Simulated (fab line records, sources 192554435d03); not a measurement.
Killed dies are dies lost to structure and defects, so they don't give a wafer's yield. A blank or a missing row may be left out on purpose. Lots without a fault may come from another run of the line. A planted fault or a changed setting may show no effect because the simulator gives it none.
Chamber matching | flow n5_finfet | N5_BEOL_M3_STRIP_66 on rie_diel-06: 4 sister chambers
The step strips in CF4. 14 wafers are shown with their chamber, then 7 later ones without.

WAFERS WITH THEIR CHAMBER
wafer  | chamber | showerhead_plenum_p_Torr (Torr) | drypump_motor_current_A (A) | oes_product_au (a.u.)
L077.1 | 2       | 1.73                            | 5.99                        | 0.74
L077.2 | 1       | 1.72                            | 6.22                        | 0.72
L077.5 | 0       | 1.86                            | 5.91                        | 0.74
L078.2 | 0       | 1.86                            | 5.88                        | 0.74
L078.3 | 2       | 1.73                            | 6.01                        | 0.73
L078.6 | 2       | 1.73                            | 6.05                        | 0.74
L083.1 | 3       | 1.91                            | 5.41                        | 0.83
L083.2 | 1       | 1.72                            | 6.27                        | 0.72
L083.5 | 1       | 1.72                            | 6.27                        | 0.72
L085.3 | 3       | 1.91                            | 5.41                        | 0.82
L085.5 | 2       | 1.73                            | 5.99                        | 0.74
L085.6 | 1       | 1.71                            | 6.22                        | 0.72
L089.1 | 3       | 1.90                            | 5.41                        | 0.82
L089.3 | 2       | 1.73                            | 6.03                        | 0.73

SIGNATURES (means of the wafers above)
reading                  | chamber 0 | chamber 1 | chamber 2 | chamber 3 | scatter within a chamber
showerhead_plenum_p_Torr | 1.8600    | 1.7175    | 1.7300    | 1.9067    | 0.00376
drypump_motor_current_A  | 5.8950    | 6.2450    | 6.0140    | 5.4100    | 0.0238
oes_product_au           | 0.7400    | 0.7200    | 0.7360    | 0.8233    | 0.00432
Rule: a wafer's distance from a chamber is the root of the sum, over the readings, of the square of ((its reading less the chamber's mean) divided by the reading's scatter). The wafer belongs to the nearest chamber; if the next one is less than 2 further off, it can't be placed. The scatter: the root of (the sum of the squares of (reading less its chamber's mean) over the shown wafers, divided by (wafers less chambers)).

WAFERS WITHOUT THEIR CHAMBER
wafer  | showerhead_plenum_p_Torr (Torr) | drypump_motor_current_A (A) | oes_product_au (a.u.)
L089.5 | 1.90                            | 5.39                        | 0.81
L090.1 | 1.73                            | 6.02                        | 0.72
L090.2 | 1.71                            | 6.27                        | 0.72
L090.4 | 1.86                            | 5.91                        | 0.73
L091.1 | 1.73                            | 6.00                        | 0.73
L091.3 | 1.86                            | 5.89                        | 0.73
L091.6 | 1.73                            | 5.99                        | 0.72

WHICH CHAMBER EACH WENT THROUGH
wafer  | from the rows above | in truth
L089.5 | 3                   | 3
L090.1 | 2                   | 2
L090.2 | 1                   | 1
L090.4 | 0                   | 0
L091.1 | 2                   | 2
L091.3 | 0                   | 0
L091.6 | 2                   | 2
Placed correctly: 7 of 7. Can't be placed from these rows: 0. Placed wrongly: 0.
